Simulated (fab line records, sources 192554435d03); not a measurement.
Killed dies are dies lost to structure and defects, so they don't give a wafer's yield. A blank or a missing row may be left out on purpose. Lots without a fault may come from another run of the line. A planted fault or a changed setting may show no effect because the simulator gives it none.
Chamber matching | flow n5_finfet | N5_BEOL_M1_PRE_CLEAN_60 on cvd_co-02: 3 sister chambers
The step time 15 s. 27 wafers are shown with their chamber, then 12 later ones without.

WAFERS WITH THEIR CHAMBER
wafer  | chamber | heater_power_w (W)
L075.1 | 0       | 73
L075.3 | 1       | 77
L075.5 | 0       | 74
L077.3 | 1       | 75
L077.4 | 0       | 74
L077.6 | 2       | 81
L080.4 | 2       | 80
L080.5 | 0       | 73
L080.6 | 1       | 74
L079.1 | 0       | 73
L079.4 | 0       | 75
L079.6 | 2       | 83
L082.2 | 2       | 83
L082.4 | 0       | 73
L082.5 | 1       | 74
L084.1 | 1       | 75
L084.4 | 2       | 82
L084.6 | 1       | 77
L086.2 | 1       | 77
L086.3 | 0       | 73
L086.4 | 2       | 82
L089.1 | 1       | 75
L089.5 | 2       | 82
L089.6 | 1       | 75
L090.1 | 1       | 76
L090.3 | 2       | 82
L090.6 | 0       | 74

SIGNATURES (means of the wafers above)
reading        | chamber 0 | chamber 1 | chamber 2 | scatter within a chamber
heater_power_w | 73.56     | 75.50     | 81.88     | 0.992
Rule: a wafer's distance from a chamber is the root of the sum, over the readings, of the square of ((its reading less the chamber's mean) divided by the reading's scatter). The wafer belongs to the nearest chamber; if the next one is less than 2 further off, it can't be placed. The scatter: the root of (the sum of the squares of (reading less its chamber's mean) over the shown wafers, divided by (wafers less chambers)).

WAFERS WITHOUT THEIR CHAMBER
wafer  | heater_power_w (W)
L096.3 | 74
L096.5 | 73
L096.6 | 82
L094.3 | 76
L094.4 | 73
L094.6 | 83
L095.2 | 76
L095.5 | 84
L095.6 | 73
L097.2 | 74
L097.3 | 82
L097.5 | 76

WHICH CHAMBER EACH WENT THROUGH
wafer  | from the rows above     | in truth
L096.3 | can't be placed: 0 or 1 | 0
L096.5 | can't be placed: 0 or 1 | 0
L096.6 | 2                       | 2
L094.3 | can't be placed: 1 or 0 | 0
L094.4 | can't be placed: 0 or 1 | 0
L094.6 | 2                       | 2
L095.2 | can't be placed: 1 or 0 | 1
L095.5 | 2                       | 2
L095.6 | can't be placed: 0 or 1 | 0
L097.2 | can't be placed: 0 or 1 | 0
L097.3 | 2                       | 2
L097.5 | can't be placed: 1 or 0 | 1
Placed correctly: 4 of 12. Can't be placed from these rows: 8 (the true chamber is among the candidates in 8). Placed wrongly: 0.
